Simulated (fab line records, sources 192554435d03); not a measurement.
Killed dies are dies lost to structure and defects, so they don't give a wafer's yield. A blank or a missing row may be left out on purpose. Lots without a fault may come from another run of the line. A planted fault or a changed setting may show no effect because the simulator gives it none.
fab line records | flow n5_finfet
record lots=7 wafers=21
route steps=1938 shown BEOL_M8@1336 BEOL_M9@1464 BEOL_M10@1470 BEOL_M11@1590 BEOL_M13@1659
start_h: hours from the record's first day to the start of the lot's first wafer shown | wait_h: hours since the lot's step before | " the same as in the row above | L1.1+2: a row that stands for several wafers | - no value, or no start given | * or withheld: withheld | < > ~ a bound
route shown NAME@n: a module of which the file shows steps, and the number in the route of the first | usual: mean/standard deviation of fault-free wafers | same: alike in all rows | chamber/n: place in a boat | sites: the reading at each site | _std_site: their standard deviation | _edge_site: outer sites' mean less inner sites' | radius_mm: how far each site lies from the wafer's centre | mask NAME#n: copy n | behind: the tool/chamber that last shaped the wafer | hold: why the lot was held/for how many hours/how that ended | device: the transistor (n, p or np) that didn't switch | end of line: the same wafers' tests at the end of the route | a step without rows: its recipe alone | killed: dies lost to structure and defects at the first sort, not the wafer's yield | map: a wafer's dies, x killed, . not, _ none there
set.NAME: the setting as run; set.NAME@STEP: as run at that earlier step | model.NAME: the simulator's own value behind a step, which no gauge read
lots whose settings were changed on purpose; a table a step, a row a wafer
## steps
# step N5_BEOL_M8_HM_DEP_02
# recipe material=TiN target_thk_a=200 temp_c=25 chamber_pressure_pa=0.49996
# columns lot.wafer tool chamber start_h wait_h set.target_thk_a model.TiN_of_BEOL_M8_HM_DEP_02.thk_nm
L076.1 pvd_sputter-02 - 199.75 0.6 184.3 18.8
L076.5 " - " " 200 19.8
L076.6 " - " " 184.3 18.6
L074.1 pvd_sputter-01 - 201.94 1.2 225.8 22.6
L074.5 " - " " 200 20.4
L074.6 " - " " 200 20
L084.1+3+6 pvd_sputter-03 - 258.09 0.9 200 19.8
L085.1+6 pvd_sputter-01 - 268.31 0.6 200 20
L085.5 " - " " 180.8 18
L087.1 pvd_sputter-03 - 290.12 0.0 200 19.8
L087.2 " - " " 191.7 19
L087.3 " - " " 200 19.6
L089.4 pvd_sputter-01 - 308.09 0.3 200 20.2
L089.5+6 " - " " 200 20
L094.2+5 pvd_sputter-03 - 315.67 0.9 200 19.6
L094.6 " - " " 200 20
# step N5_BEOL_M8_COAT_59
# recipe resist=SOC temp_c=250 time_s=60 spin_rpm=1500 resist_thk_nm=100
# step N5_BEOL_M8_COAT_60
# recipe resist=SiARC temp_c=220 time_s=60 spin_rpm=1500 resist_thk_nm=35
# step N5_BEOL_M8_STRIP_68
# recipe chemistry=N2/H2 temp_c=40 n2_flow_sccm=200 h2_flow_sccm=200 rf_frequency_hz=6e+07
# step N5_BEOL_M8_STRIP_67
# recipe chemistry=CF4 resist=SiARC power_w=300 bias_power_w=75 pressure_mtorr=50 cf4_flow_sccm=150 rf_frequency_hz=6e+07
# step N5_BEOL_M8_HM_OPEN_17
# recipe chemistry=Cl2/BCl3 target_depth_a=200 overetch_a=60 target=TiN mask_material=SOC ion_energy_ev=150 pressure_mtorr=10 icp_w=1000 bias_w=126 Cl2_flow_sccm=53.25 bcl3_flow_sccm=21.75 Ar_flow_sccm=25
# columns lot.wafer tool chamber start_h wait_h set.target_thk_a@BEOL_M8_HM_DEP_02 model.etch.depth_nm
L076.1 rie_metal-01 0 200.62 0.0 184.3 18.85
L076.5 " 0 " " 200 19.76
L076.6 " 1 " " 184.3 18.6
L074.1 rie_metal-01 1 202.68 0.0 225.8 22.61
L074.5 " 1 " " 200 20.31
L074.6 " 0 " " 200 20.06
L084.1 rie_metal-01 0 258.84 0.0 200 19.82
L084.3 " 0 " " 200 19.73
L084.6 " 0 " " 200 19.84
L085.1 rie_metal-03 1 269.32 0.0 200 20
L085.5 " 0 " " 180.8 18
L085.6 " 1 " " 200 20.05
L087.1 rie_metal-02 1 290.86 0.0 200 19.77
L087.2 " 0 " " 191.7 19.07
L087.3 " 1 " " 200 19.53
L089.4 rie_metal-03 1 308.99 0.1 200 20.18
L089.5 " 0 " " 200 20.09
L089.6 " 1 " " 200 20.05
L094.2 rie_metal-03 0 316.60 0.0 200 19.64
L094.5 " 1 " " 200 19.67
L094.6 " 0 " " 200 20.05
# step N5_BEOL_M8_ETCH_66
# recipe chemistry=N2/H2 target=SOC target_depth_a=800 overetch_a=160 mask_material=SiARC temp_c=40 time_s=120 ion_energy_ev=200 pressure_mtorr=30 source_w=840 bias_w=150 n2_flow_sccm=200 h2_flow_sccm=200
# usual rf_vpp_V=524.0/2.4
# columns lot.wafer tool chamber start_h wait_h set.source_w rf_vpp_V
L076.1 rie_diel-05 1 201.48 0.0 840 522.1
L076.5 " 1 " " 840 521.6
L076.6 " 0 " " 840 527.5
L074.1 rie_diel-05 1 203.49 0.0 840 522.4
L074.5 " 2 " " 840 526.0
L074.6 " 3 " " 960.7 500.6
L084.1 rie_diel-05 3 260.81 0.0 840 522.9
L084.3 " 2 " " 840 526.1
L084.6 " 2 " " 840 526.5
L085.1 rie_diel-02 1 270.59 0.0 899.9 512.1
L085.5 " 3 " " 840 522.8
L085.6 " 0 " " 840 524.4
L087.1 rie_diel-02 0 292.19 0.0 794.1 534.3
L087.2 " 2 " " 840 519.9
L087.3 " 3 " " 840 521.0
L089.4 rie_diel-02 0 310.29 0.0 840 524.4
L089.5 " 1 " " 840 524.6
L089.6 " 2 " " 840 521.0
L094.2 rie_diel-04 0 317.45 0.0 986.4 496.2
L094.5 " 3 " " 840 526.8
L094.6 " 0 " " 986.4 496.3
# step N5_BEOL_M8_TRENCH_ETCH_37
# recipe chemistry=C4F6/O2 target_depth_a=934.78 target=SiCOH_lowk time_s=31.2 ion_energy_ev=250 pressure_mtorr=30 source_w=345 bias_w=185 Ar_flow_sccm=300 C4F6_flow_sccm=10 O2_flow_sccm=10
# usual rf_vpp_V=664/12
# columns lot.wafer tool chamber start_h wait_h set.bias_w rf_vpp_V
L076.1 rie_diel-05 1 - - 185 666
L076.5 " 1 " " 212.9 744
L076.6 " 0 " " 212.9 746
L074.1 rie_diel-05 1 - - 185 667
L074.5 " 2 " " 185 657
L074.6 " 3 " " 213.5 768
L084.1 rie_diel-05 3 - - 185 687
L084.3 " 2 " " 185 655
L084.6 " 2 " " 185 656
L085.1 rie_diel-02 1 - - 217.1 772
L085.5 " 3 " " 217.1 728
L085.6 " 0 " " 217.1 756
L087.1 rie_diel-02 0 - - 185 665
L087.2 " 2 " " 185 667
L087.3 " 3 " " 185 643
L089.4 rie_diel-02 0 - - 185 664
L089.5 " 1 " " 185 681
L089.6 " 2 " " 185 669
L094.2 rie_diel-04 0 - - 211.2 740
L094.5 " 3 " " 185 666
L094.6 " 0 " " 185 666
# step N5_BEOL_M9_CMP_52
# recipe stop_on=SiCOH_lowk t_overpolish_s=7 down_force_psi=1 platen_rpm=50 clearing_platen_down_force_psi=1.5 clearing_platen_rpm=50 post_cmp_clean=cu_alkaline target_thk_nm=140 clearing_platen_pad_velocity_m_s=0.99484 pad_velocity_m_s=0.99484
# usual barrier_field_endpoint_s=28.7/0.68
# columns lot.wafer tool chamber start_h wait_h set.down_force_psi barrier_field_endpoint_s
L076.1 cmp-01 0 216.56 0.3 1.212 23.3
L076.6 " 2 " " 1 29.4
L076.5 " 3 " " 1.212 24.1
L074.1 cmp-03 1 219.57 0.4 1 29.1
L074.6 " 2 " " 1 28.1
L074.5 " 3 " " 1 28.9
L084.3 cmp-04 1 271.90 0.2 1 29.8
L084.1 " 2 " " 1 29.4
L084.6 " 2 " " 1 29.5
L085.1 cmp-04 3 282.69 0.3 0.9194 29.9
L085.6 " 3 " " 1 27.7
L085.5 " 0 " " 0.9194 30.6
L087.1 cmp-04 3 302.23 0.5 1.109 25.4
L087.2 " 0 " " 1.109 26.1
L087.3 " 2 " " 1.109 26.7
L089.4 cmp-03 2 319.67 0.2 1 28.1
L089.5 " 0 " " 1.144 25.7
L089.6 " 1 " " 1.144 26.7
L094.2 cmp-04 0 328.24 0.3 1 28.1
L094.6 " 2 " " 1 28.4
L094.5 " 3 " " 1 28.2
# step N5_BEOL_M10_ILD_DEP_00
# recipe material=SiCOH_lowk target_thk_a=3085.1 temp_c=300 precursor=DEMS/porogen pressure_torr=5 rf_w=500 time_s=58
# columns lot.wafer tool chamber start_h wait_h set.time_s model.SiCOH_lowk_of_BEOL_M10_ILD_DEP_00.thk_nm
L076.1 pecvd-04 2 216.97 0.0 64.66 346.2
L076.5+6 " 0,1 " " 64.66 351.6
L074.1 pecvd-01 1 219.95 0.0 58 304.8
L074.5 " 0 " " 58 306
L074.6 " 1 " " 58 309
L084.1 pecvd-01 1 272.39 0.0 58 308.6
L084.3 " 1 " " 58 310.6
L084.6 " 0 " " 58 306
L085.1 pecvd-01 2 283.19 0.0 64.81 343.2
L085.5 " 0 " " 58 306.8
L085.6 " 2 " " 64.81 348.8
L087.1 pecvd-01 0 302.72 0.0 54.03 284.4
L087.2 " 1 " " 54.03 287.8
L087.3 " 1 " " 58 313.8
L089.4 pecvd-04 0 320.12 0.1 52.98 285.6
L089.5 " 1 " " 52.98 282.6
L089.6 " 2 " " 58 311.4
L094.2 pecvd-01 1 328.65 0.0 58 307.6
L094.5 " 0 " " 58 311.4
L094.6 " 1 " " 58 316
# step N5_BEOL_M10_CURE_71
# recipe temp_c=385 time_s=240 ambient=He/Ar material=SiCOH_lowk
# columns lot.wafer tool chamber start_h wait_h set.time_s@BEOL_M10_ILD_DEP_00 model.SiCOH_lowk_of_BEOL_M10_ILD_DEP_00.thk_nm
L076.1 uv_cure-01 0 217.05 0.0 64.66 301.4
L076.5+6 " 0 " " 64.66 306.2
L074.1 uv_cure-03 0 220.03 0.0 58 264.6
L074.5 " 0 221.31 1.3 58 265.8
L074.6 " 0 " " 58 268.6
L084.1 uv_cure-03 1 272.50 0.1 58 268
L084.3 " 1 " " 58 269.8
L084.6 " 1 " " 58 265.8
L085.1 uv_cure-02 0 283.27 0.0 64.81 298.8
L085.5 " 0 " " 58 266.6
L085.6 " 0 " " 64.81 303.6
L087.1 uv_cure-01 2 302.83 0.1 54.03 246.6
L087.2 " 2 " " 54.03 249.8
L087.3 " 2 " " 58 272.6
L089.4 uv_cure-03 2 320.41 0.3 52.98 247.8
L089.5 " 2 " " 52.98 245.2
L089.6 " 2 " " 58 270.6
L094.2 uv_cure-01 2 328.84 0.2 58 267.2
L094.5 " 2 " " 58 270.6
L094.6 " 2 " " 58 274.6
# step N5_BEOL_M10_THK_MEAS_01
# recipe reads=SiCOH_lowk_of_BEOL_M10_ILD_DEP_00
# usual M10_ILD_THK=269/3.9
# columns lot.wafer tool chamber start_h wait_h set.time_s@BEOL_M10_ILD_DEP_00 M10_ILD_THK[nm]
L076.1 film_metro-01 - 217.56 0.4 64.66 301
L076.5 " - " " 64.66 306
L076.6 " - " " 64.66 306
L074.1 film_metro-01 - 221.98 1.6 58 264
L074.5 " - " " 58 266
L074.6 " - " " 58 268
L084.1 film_metro-01 - 273.01 0.4 58 268
L084.3 " - " " 58 270
L084.6 " - " " 58 266
L085.1 film_metro-01 - 284.26 0.8 64.81 299
L085.5 " - " " 58 267
L085.6 " - " " 64.81 303
L087.1 film_metro-02 - 303.34 0.4 54.03 247
L087.2 " - " " 54.03 250
L087.3 " - " " 58 273
L089.4 film_metro-02 - 320.68 0.2 52.98 248
L089.5 " - " " 52.98 245
L089.6 " - " " 58 271
L094.2 film_metro-01 - 329.27 0.4 58 267
L094.5 " - " " 58 270
L094.6 " - " " 58 275
# step N5_BEOL_M10_ETCH_41
# recipe chemistry=CH3F/O2 target=SiCN target_depth_a=426 taper_deg=2 time_s=86 ion_energy_ev=120 mask_material=TiN pressure_mtorr=30 source_w=395 bias_w=75 Ar_flow_sccm=150 CH3F_flow_sccm=30 O2_flow_sccm=20
# usual rf_vpp_V=297.6/1.6
# columns lot.wafer tool chamber start_h wait_h set.source_w rf_vpp_V model.etch.depth_nm
L076.1 rie_diel-04 0 - - 395 296.8 32.54
L076.5 " 0 " " 395 297.8 32.63
L076.6 " 3 " " 395 300.0 32.87
L074.1 rie_diel-04 2 - - 362.5 306.3 31.39
L074.5 " 2 " " 395 298.9 32.59
L074.6 " 1 " " 395 297.2 31.83
L084.1 rie_diel-05 2 - - 395 298.5 32.51
L084.3 " 3 " " 395 296.4 32.17
L084.6 " 2 " " 395 297.7 32.45
L085.1 rie_diel-02 2 - - 330.5 313.8 30.08
L085.5 " 3 " " 395 295.3 32.2
L085.6 " 0 " " 395 297.7 32.69
L087.1 rie_diel-04 1 - - 395 297.0 32.47
L087.2 " 3 " " 430.7 292.1 33.76
L087.3 " 0 " " 430.7 287.0 33.5
L089.4 rie_diel-02 2 - - 437.1 286.3 33.27
L089.5 " 3 " " 395 296.5 31.97
L089.6 " 0 " " 437.1 287.3 33.3
L094.2 rie_diel-04 2 - - 429.2 289.3 33.51
L094.5 " 3 " " 395 299.1 32.35
L094.6 " 2 " " 429.2 289.6 33.44
# step N5_BEOL_M11_ALD_74
# recipe material=TaN target_thk_a=20 temp_c=275 ald_precursor_family=PDMAT ald_co_reactant=NH3 pressure_torr=3 carrier_flow_sccm=1500 pulse_time_s=2 purge_time_s=3 co_reactant_purge_time_s=2 co_reactant_pulse_time_s=3 ald_cycles=40 precursor_vessel_temp_c=75 precursor_vessel_pressure_torr=26.25 precursor_vessel_carrier_sccm=1000
# columns lot.wafer tool chamber start_h wait_h set.ald_cycles model.TaN_of_BEOL_M11_ALD_74.thk_nm
L076.1+5+6 ald_metal-02 2,2,1 231.72 0.0 40 2
L074.1+5 ald_metal-02 0,1 235.14 0.1 40 2
L074.6 " 2 " " 36 1.8
L084.1+3+6 ald_metal-01 3,1,0 291.10 0.0 40 2
L085.1+5 ald_metal-01 2,0 296.76 0.1 34 1.6
L085.6 " 3 " " 40 2
L087.1 ald_metal-02 1 316.05 0.1 38 1.8
L087.2+3 " 0,3 " " 40 2
L089.4 ald_metal-01 3 334.37 0.0 34 1.8
L089.5+6 " 3,0 " " 40 2
L094.2+5 ald_metal-02 3,2 345.36 0.1 38 1.8
L094.6 " 1 " " 40 2
# step N5_BEOL_M13_ILD_DEP_00
# recipe material=SiOC target_thk_a=8379.2 temp_c=350 precursor=DEMS/O2 pressure_torr=5 rf_w=500 time_s=166.4
# columns lot.wafer tool chamber start_h wait_h set.time_s model.SiOC_of_BEOL_M13_ILD_DEP_00.thk_nm
L076.1 pecvd-03 0 241.05 0.0 185.3 933.6
L076.5 " 1 " " 166.4 844
L076.6 " 0 " " 185.3 952.8
L074.1 pecvd-02 0 241.87 0.0 166.4 851.8
L074.5 " 0 " " 166.4 869.2
L074.6 " 1 " " 166.4 846.2
L084.1 pecvd-02 2 296.39 0.0 166.4 840.2
L084.3 " 1 " " 166.4 848.6
L084.6 " 1 " " 166.4 862
L085.1 pecvd-02 2 305.26 0.0 166.4 835
L085.5 " 0 " " 189.6 980.4
L085.6 " 1 " " 166.4 858
L087.1 pecvd-03 2 324.01 0.0 182.1 910.2
L087.2 " 1 " " 166.4 833
L087.3 " 0 " " 166.4 825.6
L089.4 pecvd-04 1 341.35 0.1 166.4 833.8
L089.5 " 0 " " 166.4 841.8
L089.6 " 2 " " 166.4 828.8
L094.2 pecvd-04 2 352.69 0.0 166.4 849.4
L094.5 " 2 " " 166.4 852
L094.6 " 1 " " 166.4 856.8
# step N5_BEOL_M13_THK_MEAS_01
# recipe reads=SiOC_of_BEOL_M13_ILD_DEP_00
# usual M13_ILD_THK=845/12
# columns lot.wafer tool chamber start_h wait_h set.time_s@BEOL_M13_ILD_DEP_00 M13_ILD_THK[nm]
L076.1 film_metro-02 - 241.26 0.2 185.3 934
L076.5 " - " " 166.4 844
L076.6 " - " " 185.3 953
L074.1 film_metro-01 - 242.02 0.1 166.4 852
L074.5 " - " " 166.4 870
L074.6 " - " " 166.4 846
L084.1 film_metro-01 - 296.55 0.1 166.4 840
L084.3 " - " " 166.4 849
L084.6 " - " " 166.4 862
L085.1 film_metro-02 - 305.41 0.1 166.4 835
L085.5 " - " " 189.6 981
L085.6 " - " " 166.4 858
L087.1 film_metro-02 - 324.16 0.1 182.1 911
L087.2 " - " " 166.4 834
L087.3 " - " " 166.4 825
L089.4 film_metro-02 - 341.45 0.0 166.4 834
L089.5 " - " " 166.4 841
L089.6 " - " " 166.4 829
L094.2 film_metro-02 - 352.84 0.1 166.4 849
L094.5 " - " " 166.4 852
L094.6 " - " " 166.4 856
## key
split step=N5_BEOL_M8_HM_DEP_02 setting=target_thk_a stated=200 by=wafer
response step=N5_BEOL_M8_HM_DEP_02 reading=model.TiN_of_BEOL_M8_HM_DEP_02.thk_nm change=+0.183 per=1% r=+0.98
response step=N5_BEOL_M8_HM_OPEN_17 reading=model.etch.depth_nm change=+0.182 per=1% r=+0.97
split step=N5_BEOL_M8_ETCH_66 setting=source_w stated=840 by=wafer
response step=N5_BEOL_M8_ETCH_66 reading=rf_vpp_V change=-1.74 per=1% r=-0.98
split step=N5_BEOL_M8_TRENCH_ETCH_37 setting=bias_w stated=185 by=wafer
response step=N5_BEOL_M8_TRENCH_ETCH_37 reading=rf_vpp_V change=+5.81 per=1% r=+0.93
split step=N5_BEOL_M9_CMP_52 setting=down_force_psi stated=1 by=wafer
response step=N5_BEOL_M9_CMP_52 reading=barrier_field_endpoint_s change=-0.232 per=1% r=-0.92
split step=N5_BEOL_M10_ILD_DEP_00 setting=time_s stated=58 by=wafer
response step=N5_BEOL_M10_ILD_DEP_00 reading=model.SiCOH_lowk_of_BEOL_M10_ILD_DEP_00.thk_nm change=+3.41 per=1% r=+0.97
response step=N5_BEOL_M10_CURE_71 reading=model.SiCOH_lowk_of_BEOL_M10_ILD_DEP_00.thk_nm change=+3.01 per=1% r=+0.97
response step=N5_BEOL_M10_THK_MEAS_01 reading=M10_ILD_THK change=+3.01 per=1% r=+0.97
split step=N5_BEOL_M10_ETCH_41 setting=source_w stated=395 by=wafer
response step=N5_BEOL_M10_ETCH_41 reading=rf_vpp_V change=-0.998 per=1% r=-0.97
response step=N5_BEOL_M10_ETCH_41 reading=model.etch.depth_nm change=+0.132 per=1% r=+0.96
split step=N5_BEOL_M11_ALD_74 setting=ald_cycles stated=40 by=wafer
response step=N5_BEOL_M11_ALD_74 reading=model.TaN_of_BEOL_M11_ALD_74.thk_nm shape=bent at_lowest=1.667 at_stated=2 at_highest=2
split step=N5_BEOL_M13_ILD_DEP_00 setting=time_s stated=166.4 by=wafer
response step=N5_BEOL_M13_ILD_DEP_00 reading=model.SiOC_of_BEOL_M13_ILD_DEP_00.thk_nm change=+9.11 per=1% r=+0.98
response step=N5_BEOL_M13_THK_MEAS_01 reading=M13_ILD_THK change=+9.12 per=1% r=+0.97
